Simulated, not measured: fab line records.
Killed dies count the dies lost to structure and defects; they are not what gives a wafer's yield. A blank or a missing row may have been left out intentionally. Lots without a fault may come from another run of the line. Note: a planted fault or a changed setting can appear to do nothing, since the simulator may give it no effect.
Matching of chambers -- flow nand harc -- 4 sister chambers for NHARC_A_STAIRCASE_TRIM_12 on rie diel-07
The step chemistry O2, time 211.2 s. 4 wafers are shown with their chamber, then 8 later ones without.

## WAFERS WITH THEIR CHAMBER
wafer,chamber,drypump motor current A (A)
L713.3,1,5.8
L726.3,3,5.7
L726.6,0,5.3
L728.2,2,6.3

## WAFERS WITHOUT THEIR CHAMBER
wafer,drypump motor current A (A)
L728.4,5.3
L728.5,5.9
L731.1,5.8
L731.2,6.3
L731.6,5.8
L732.2,5.8
L732.5,6.3
L732.6,5.9

## CHAMBER TAKEN BY EACH
wafer,from the rows above,in truth
L728.4,0,0
L728.5,can't be placed: 1 or 3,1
L731.1,can't be placed: 1 or 3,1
L731.2,2,2
L731.6,can't be placed: 1 or 3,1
L732.2,can't be placed: 1 or 3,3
L732.5,2,2
L732.6,can't be placed: 1 or 3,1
3 of 8 placed correctly. Unplaceable from these rows: 5, with the true chamber sitting among the candidates in 5. Placed wrongly: 0.
How it was worked out, from the rows above alone: a wafer's distance from a chamber is the root of the sum, over the readings, of the square of ((its reading less the chamber's mean) divided by the reading's scatter). If the next closest chamber is less than 2 further off than the closest, the wafer can't be placed; otherwise it belongs to the closest. The mean given for a chamber averages the wafers shown for that chamber. The scatter (one wafer shown for each chamber): square how far every hidden wafer sits from the nearest shown wafer, average those squares and take the square root.
